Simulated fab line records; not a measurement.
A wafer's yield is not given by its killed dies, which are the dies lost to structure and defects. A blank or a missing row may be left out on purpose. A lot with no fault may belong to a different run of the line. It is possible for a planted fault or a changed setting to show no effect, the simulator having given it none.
fab line records	flow nandHarc
record: lots: 12	wafers: 36	lastDay: 30
route steps=1302 shown P_GATE@155 END@1302
lots that met no fault: from a run of the same line without faults
startH: start of the lot's first displayed wafer, in hours after the record's first day	waitH: hours elapsed since this lot's preceding step	" same as the row above	L1.1+2: several wafers, shown together as one row	- no value present, or no start provided	* or withheld: withheld	< > ~ a bound
route shown NAME@n: names a module that has steps shown in the file, with the first one's number in the route	usual: the fault-free wafers' mean and standard deviation	same: alike in all rows	chamber/n: place in a boat	sites: each site's reading	_std_site: how widely they spread, as a standard deviation	_edge_site: mean of outer sites minus mean of inner sites	radiusMm: how far each site lies from the wafer's centre	mask NAME#n: copy n	behind: the most recent tool/chamber to have shaped the wafer	hold: why the lot went on hold/how many hours it stayed there/how the hold came to an end	device: whichever transistor did not switch (one of n, p or np)	end of line: the route-end tests of the same wafers	where a step has no rows: the recipe by itself	killed: dies that structure and defects cost at the first sort, which is not the same as the wafer's yield	map: a wafer's dies, x killed, . not, _ none there
set.NAME: the setting the step ran with; set.NAME@STEP: the setting that earlier step ran with	model.NAME: the simulator's own value behind a step, which no gauge read
one table for each step of the route and one row for each wafer, over a sample of lots
services: from which hour (startH, from the record's first day; less than 0 if before it) a tool's chamber was out of use, for how many hours, and why
== steps ==
step: NHARC_P_GATE_ALD_36
recipe: targetThkA: 200	pulseTimeS: 60	aldCycles: 223	tempC: 400	material: SiNx
usual: heaterPowerW: 844/70	precursorPulseHeightRel: 0.999/0.022
same: aldCycles: 223
lot.wafer	tool	chamber	startH	waitH	heaterPowerW	precursorPulseHeightRel
L303.3	aldSin-04	2	110.88	-	789	1.010
L303.1	"	3	111.95	-	755	0.981
L303.6	"	2	115.17	-	804	0.988
L304.3	aldSin-02	2	120.82	-	858	0.988
L304.5	"	0	122.22	-	809	0.997
L304.6	"	1	123.62	-	737	0.992
L305.1	aldSin-01	1	132.62	-	866	0.993
L305.3	"	0	135.81	-	894	1.007
L305.5	"	2	137.94	-	918	0.982
L307.1	aldSin-02	1	153.34	-	736	0.999
L307.3	"	2	154.71	-	819	1.010
L307.4	"	0	156.09	-	821	1.021
L308.3	aldSin-01	3	158.78	-	804	0.976
L308.1	"	2	161.96	-	901	0.994
L308.5	"	3	163.02	-	799	0.998
L309.2	aldSin-04	3	164.23	-	778	1.028
L309.1	"	2	167.41	-	788	1.001
L309.6	"	3	168.47	-	764	0.986
L312.2	aldSin-04	3	196.48	-	786	0.947
L312.4	"	2	199.63	-	801	1.031
L312.5	"	0	201.73	-	959	0.978
L313.2	aldSin-02	0	207.56	-	806	1.008
L313.1	"	1	208.62	-	711	0.960
L313.6	"	3	210.74	-	759	1.001
L316.3	aldSin-02	3	242.72	-	780	1.012
L316.1	"	1	244.85	-	733	1.013
L316.5	"	2	245.92	-	851	0.971
L317.3	aldSin-01	1	264.15	-	873	1.011
L317.5	"	2	265.22	-	911	0.962
L317.6	"	3	266.29	-	835	0.990
L318.2	aldSin-02	3	266.63	-	803	1.019
L318.1	"	2	269.75	-	820	1.019
L318.6	"	0	271.83	-	834	0.987
L319.2	aldSin-01	3	271.14	-	858	1.007
L319.4	"	1	273.28	-	885	0.978
L319.5	"	3	275.43	-	846	1.011
step: NHARC_P_GATE_ETCHBACK_37
recipe: targetDepthA: 345	timeS: 17.2	chf3FlowSccm: 50	o2FlowSccm: 10	arFlowSccm: 200	rfW: 500	biasW: 200	chemistry: CHF3/O2
usual: drypumpMotorCurrentA: 5.7/0.49	mfcArSccm: 199.9/0.65	oesProductAu: 0.94/0.033	rfVppV: 371.1/1.4	showerheadPlenumPTorr: 2.42/0.053	throttleValvePct: 20.572/0.0098
lot.wafer	tool	chamber	startH	waitH	drypumpMotorCurrentA	mfcArSccm	oesProductAu	rfHoursCounterH	rfVppV	showerheadPlenumPTorr	throttleValvePct
L303.1	rieDiel-10	0	-	-	6.2	200.2	0.99	2.3	372.8	2.49	20.588
L303.3	"	2	"	"	5.8	198.6	1.00	2.9	369.0	2.38	20.571
L303.6	"	1	"	"	5.6	200.5	1.01	-	369.7	2.40	20.565
L304.3	rieDiel-13	0	-	-	5.0	199.7	1.00	8.3	370.0	2.42	20.591
L304.6	"	1	"	"	5.1	200.5	1.00	-	369.3	2.38	20.586
L304.5	"	2	"	"	6.5	199.4	1.00	-	371.7	2.45	20.589
L305.3	rieDiel-10	0	-	-	6.2	199.6	0.91	3.2	372.1	2.49	20.579
L305.1	"	1	"	"	5.6	200.0	0.93	4.4	372.2	2.40	20.563
L305.5	"	1	"	"	5.6	199.7	0.92	-	372.3	2.40	20.579
L307.1	rieDiel-13	2	-	-	6.5	200.3	0.95	10.8	374.5	2.45	20.568
L307.3	"	0	"	"	5.0	199.7	0.93	10.1	370.7	2.42	20.577
L307.4	"	1	"	"	5.1	199.6	0.93	9.7	370.6	2.38	20.592
L308.1	rieDiel-09	2	-	-	6.2	200.6	0.93	0.6	371.4	2.46	20.576
L308.3	"	0	"	"	5.9	200.2	0.92	1.0	373.7	2.54	20.578
L308.5	"	1	"	"	6.0	199.8	0.91	-	370.3	2.28	20.584
L309.1	rieDiel-10	1	-	-	5.6	199.7	0.93	6.5	371.0	2.40	20.566
L309.2	"	0	"	"	6.2	199.7	0.91	4.9	372.5	2.49	20.572
L309.6	"	1	"	"	5.6	200.0	0.92	-	370.3	2.40	20.588
L312.2	rieDiel-13	2	-	-	6.5	200.3	0.92	1.4	371.7	2.45	20.569
L312.4	"	3	"	"	5.6	199.5	0.92	1.1	370.2	2.42	20.580
L312.5	"	1	"	"	5.1	199.6	0.92	-	371.7	2.38	20.573
L313.1	rieDiel-10	2	-	-	5.8	199.9	1.01	7.4	369.1	2.38	20.561
L313.2	"	0	"	"	6.2	199.5	0.99	6.4	373.7	2.49	20.552
L313.6	"	1	"	"	5.6	199.9	1.00	-	371.0	2.40	20.573
L316.1	rieDiel-09	3	-	-	5.5	200.7	0.93	7.5	371.8	2.43	20.588
L316.3	"	0	"	"	6.0	200.0	0.92	7.3	374.1	2.53	20.589
L316.5	"	3	"	"	5.5	199.7	0.93	-	371.8	2.43	20.578
L317.3	rieDiel-10	0	-	-	6.2	198.6	0.90	0.4	370.9	2.49	20.566
L317.6	"	1	"	"	5.6	200.0	0.92	-	370.6	2.40	20.549
L317.5	"	0	"	"	6.2	199.7	0.92	-	373.0	2.49	20.571
L318.1	rieDiel-09	0	-	-	6.0	201.0	0.93	8.0	374.4	2.53	20.588
L318.2	"	1	"	"	6.0	199.2	0.93	7.5	366.6	2.27	20.575
L318.6	"	3	"	"	5.5	200.2	0.93	-	371.4	2.43	20.577
L319.4	rieDiel-09	1	-	-	6.0	200.3	0.90	7.5	367.0	2.27	20.559
L319.2	"	2	"	"	6.2	199.9	0.90	9.0	371.4	2.46	20.584
L319.5	"	2	"	"	6.2	200.6	0.90	-	371.0	2.46	20.575
step: NHARC_P_GATE_STRIP_112
recipe: powerW: 1500	tempC: 110	timeS: 200	chemistry: N2/H2
usual: drypumpMotorCurrentA: 5.70/0.16	heaterPowerW: 95/6
lot.wafer	tool	chamber	startH	waitH	drypumpMotorCurrentA	heaterPowerW	rfHoursCounterH
L303.1	plasmaAsher-01	0	122.71	0.2	5.76	93	27
L303.3	"	0	"	"	5.76	92	-
L303.6	"	0	"	"	5.74	91	-
L304.3	plasmaAsher-01	1	133.01	0.3	5.55	88	-
L304.6	"	0	"	"	5.78	92	-
L304.5	"	1	"	"	5.54	90	-
L305.1	plasmaAsher-01	0	146.04	0.2	5.78	91	31
L305.3	"	0	"	"	5.78	91	-
L305.5	"	0	"	"	5.78	91	-
L307.1	plasmaAsher-02	1	166.47	0.2	5.96	107	16
L307.3	"	1	"	"	5.95	109	-
L307.4	"	0	"	"	5.52	94	-
L308.1	plasmaAsher-02	0	171.83	0.5	5.54	94	19
L308.3	"	1	"	"	5.96	108	-
L308.5	"	0	"	"	5.55	93	-
L309.1	plasmaAsher-01	0	177.09	0.2	5.78	90	0
L309.2	"	1	"	"	5.49	95	0
L309.6	"	0	"	"	5.76	90	-
L312.2	plasmaAsher-02	1	209.32	0.2	5.96	108	26
L312.4	"	1	"	"	5.95	108	-
L312.5	"	1	"	"	5.94	108	-
L313.1	plasmaAsher-01	0	219.08	0.2	5.76	90	9
L313.2	"	1	"	"	5.57	95	9
L313.6	"	0	"	"	5.76	91	-
L316.1	plasmaAsher-01	0	254.60	0.2	-	-	-
L316.3	"	0	"	"	-	-	-
L316.5	"	1	"	"	-	-	-
L317.3	plasmaAsher-01	0	273.98	0.2	-	-	-
L317.6	"	0	"	"	-	-	-
L317.5	"	1	"	"	-	-	-
L318.2	plasmaAsher-01	1	279.79	0.3	-	-	-
L318.1	"	0	"	"	-	-	-
L318.6	"	0	"	"	-	-	-
L319.2	plasmaAsher-01	1	284.26	0.3	5.59	94	24
L319.4	"	0	"	"	5.76	92	-
L319.5	"	0	"	"	5.75	94	-
step: NHARC_P_GATE_STRIP_95
recipe: powerW: 1500	tempC: 250	chemistry: O2
usual: drypumpMotorCurrentA: 5.70/0.17	heaterPowerW: 358/24
lot.wafer	tool	chamber	startH	waitH	drypumpMotorCurrentA	heaterPowerW	rfHoursCounterH
L303.1	plasmaAsher-02	0	125.14	0.6	5.52	349	9
L303.3	"	1	"	"	5.93	402	-
L303.6	"	0	"	"	5.54	339	-
L304.3	plasmaAsher-01	1	135.29	0.3	5.55	324	-
L304.6	"	0	"	"	5.75	340	-
L304.5	"	1	"	"	5.57	322	-
L305.1	plasmaAsher-01	0	148.50	0.5	5.79	338	33
L305.3	"	1	"	"	5.54	321	-
L305.5	"	1	"	"	5.57	322	-
L307.1	plasmaAsher-02	0	168.77	0.6	5.55	340	17
L307.4	"	0	"	"	5.54	351	-
L307.3	"	1	"	"	5.95	411	-
L308.1	plasmaAsher-02	0	174.41	0.5	5.50	350	20
L308.3	"	0	"	"	5.55	349	-
L308.5	"	0	"	"	5.52	339	-
L309.2	plasmaAsher-01	0	179.44	0.6	5.75	340	2
L309.1	"	1	"	"	5.52	356	2
L309.6	"	0	"	"	5.77	335	-
L312.2	plasmaAsher-01	1	211.71	0.6	5.56	349	8
L312.4	"	0	"	"	5.75	342	-
L312.5	"	0	"	"	5.75	336	-
L313.1	plasmaAsher-02	0	221.53	0.6	5.55	351	29
L313.2	"	1	"	"	5.95	392	29
L313.6	"	0	"	"	5.54	341	-
L316.1	plasmaAsher-01	1	257.49	0.5	5.56	357	19
L316.3	"	0	"	"	5.77	335	-
L316.5	"	0	"	"	5.77	342	-
L317.3	plasmaAsher-02	0	276.36	0.4	5.52	350	-
L317.6	"	0	"	"	5.53	343	-
L317.5	"	1	"	"	5.94	385	-
L318.2	plasmaAsher-01	1	282.10	0.6	5.57	353	24
L318.1	"	0	"	"	5.77	337	24
L318.6	"	1	"	"	5.57	360	-
L319.2	plasmaAsher-01	0	286.53	0.6	5.75	333	25
L319.4	"	1	"	"	5.55	368	-
L319.5	"	1	"	"	5.53	349	-
step: NHARC_END_SORT_01
recipe: tempC: 25
usual: killedAtArray: 65/19	killedAtOther: 0.9/1.1	killedAtPeriphery: 3.5/2.3	killedDies: 69/19	killedOpen: 3.2/1.8	killedShort: 2.4/1.5
same: grossDies: 677
lot.wafer	tool	chamber	startH	waitH	killedAtArray	killedAtOther	killedAtPeriphery	killedDies	killedOpen	killedShort
L317.3	prober-01	0	716.35	3.1	25	0	4	29	1	1
L317.5	prober-01	0	717.97	3.7	34	0	1	35	3	1
L317.6	prober-01	0	718.77	4.0	27	1	2	30	2	7
L318.1	prober-01	0	722.63	2.5	101	0	6	107	2	2
L318.2	prober-01	0	723.42	2.8	99	0	4	103	2	3
L318.6	prober-01	0	726.59	4.0	86	0	9	95	2	4
L319.2	prober-02	0	727.22	2.8	99	4	3	106	2	2
L319.4	prober-02	0	728.83	3.4	99	4	2	105	2	1
killed by level:class
L317.3 A_CHANNEL_HOLE_D1:chamberFilmFlake=13 A_SLIT:chamberFilmFlake=5 A_CONTACT:chamberFilmFlake=4 P_GATE:chamberFilmFlake=3 A_ONON_D2:geometricParticle:short=1 A_CHANNEL_FILL_D2:geometricParticle:open=1 P_ZERO_WELL:chamberFilmFlake=1 A_WL_FILL:chamberFilmFlake=1
L317.5 A_CHANNEL_HOLE_D1:chamberFilmFlake=12 A_STAIRCASE:chamberFilmFlake=4 A_CONTACT:chamberFilmFlake=4 A_SLIT:chamberFilmFlake=3 A_CHANNEL_FILL_D2:geometricParticle:open=2 A_DECK1_JOINT:chamberFilmFlake=2 A_M1:chamberFilmFlake=2 A_ONON_D1:geometricParticle:open=1
L317.6 A_SLIT:chamberFilmFlake=6 A_CONTACT:chamberFilmFlake=5 A_CHANNEL_HOLE_D1:chamberFilmFlake=4 A_ONON_D1:geometricParticle:short=2 P_ZERO_WELL:chamberFilmFlake=2 A_DECK1_JOINT:chamberFilmFlake=2 A_CHANNEL_FILL_D1:geometricParticle:short=1 A_ONON_D2:geometricParticle:short=1
L318.1 A_CHANNEL_HOLE_D1:chamberFilmFlake=37 A_SLIT:chamberFilmFlake=33 A_CHANNEL_HOLE_D2:chamberFilmFlake=21 P_BONDPAD:chamberFilmFlake=5 A_CONTACT:chamberFilmFlake=3 A_DECK1_JOINT:chamberFilmFlake=2 A_STAIRCASE:chamberFilmFlake=2 P_GATE:geometricParticle:open=1
L318.2 A_SLIT:chamberFilmFlake=37 A_CHANNEL_HOLE_D1:chamberFilmFlake=31 A_CHANNEL_HOLE_D2:chamberFilmFlake=21 P_BONDPAD:chamberFilmFlake=4 A_CONTACT:chamberFilmFlake=3 A_M0:geometricParticle:short=2 A_ONON_D2:geometricParticle:short=1 A_WL_FILL:geometricParticle:open=1
L318.6 A_CHANNEL_HOLE_D1:chamberFilmFlake=32 A_SLIT:chamberFilmFlake=30 A_CHANNEL_HOLE_D2:chamberFilmFlake=18 P_BONDPAD:chamberFilmFlake=5 A_CHANNEL_FILL_D2:geometricParticle:short=2 A_WL_FILL:geometricParticle:short=2 P_M0:geometricParticle:open=1 A_M0:geometricParticle:open=1
L319.2 A_CHANNEL_HOLE_D1:chamberFilmFlake=34 A_SLIT:chamberFilmFlake=31 A_CHANNEL_HOLE_D2:chamberFilmFlake=26 A_CONTACT:chamberFilmFlake=4 P_GATE:chamberFilmFlake=2 A_STAIRCASE:chamberFilmFlake=2 THIN_TSV:chamberFilmFlake=2 A_ONON_D1:geometricParticle:open=1
L319.4 A_SLIT:chamberFilmFlake=36 A_CHANNEL_HOLE_D1:chamberFilmFlake=30 A_CHANNEL_HOLE_D2:chamberFilmFlake=20 A_CONTACT:chamberFilmFlake=7 THIN_TSV:chamberFilmFlake=4 P_M0:chamberFilmFlake=2 A_WL_FILL:chamberFilmFlake=2 A_CHANNEL_FILL_D2:geometricParticle:open=1
== services ==
tool	chamber	startH	hours	kind
rieDiel-13	3	103.93	4.5	repair
rieDiel-10	2	106.00	4.0	repair
aldSin-02	3	110.60	44.2	repair
aldSin-04	0	128.04	2.1	repair
rieDiel-09	3	132.68	1.2	repair
rieDiel-13	-	133.65	0.4	repair
rieDiel-10	3	137.84	14.4	repair
rieDiel-13	1	142.36	4.2	repair
rieDiel-09	-	143.44	9.0	pm
aldSin-02	0	164.05	6.0	repair
plasmaAsher-01	-	165.18	9.0	pm
rieDiel-13	-	165.32	9.0	pm
rieDiel-10	-	183.04	1.2	repair
plasmaAsher-01	-	193.37	1.1	repair
rieDiel-10	0	203.53	2.6	repair
rieDiel-09	1	227.65	4.3	repair
plasmaAsher-02	-	240.46	0.3	repair
rieDiel-10	-	242.50	9.0	pm
rieDiel-13	3	243.16	34.5	repair
plasmaAsher-02	-	249.32	9.0	pm
aldSin-01	0	249.69	5.7	repair
aldSin-04	-	262.16	10.0	pm
rieDiel-10	3	268.21	15.9	repair
aldSin-04	1	275.85	21.4	repair
== key ==
firstSign: step: NHARC_P_GATE_STRIP_112	reading: toolRecord	direction: missing
effect none on later readings
metAt NHARC_P_GATE_STRIP_112
struckLots L316,L317,L318
testerLeftOut L316,L317,L318
notActingAt NHARC_P_GATE_ALD_36,NHARC_P_GATE_ETCHBACK_37,NHARC_P_GATE_STRIP_95
onsetBetween 219.08 254.60
fault: kind: skippedStepWhole	tool: plasmaAsher-01	chamber: -	onsetH: 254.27	steps: NHARC_P_GATE_STRIP_112	scope: struckLotsOnly
testerLeftOut: of these lots the tester's yield and bins aren't shown, on N5 and GAA mostly nor the transistor test; their killed dies are dies lost to structure and defects alone, not to doping, threshold or leakage, so they don't give the yield
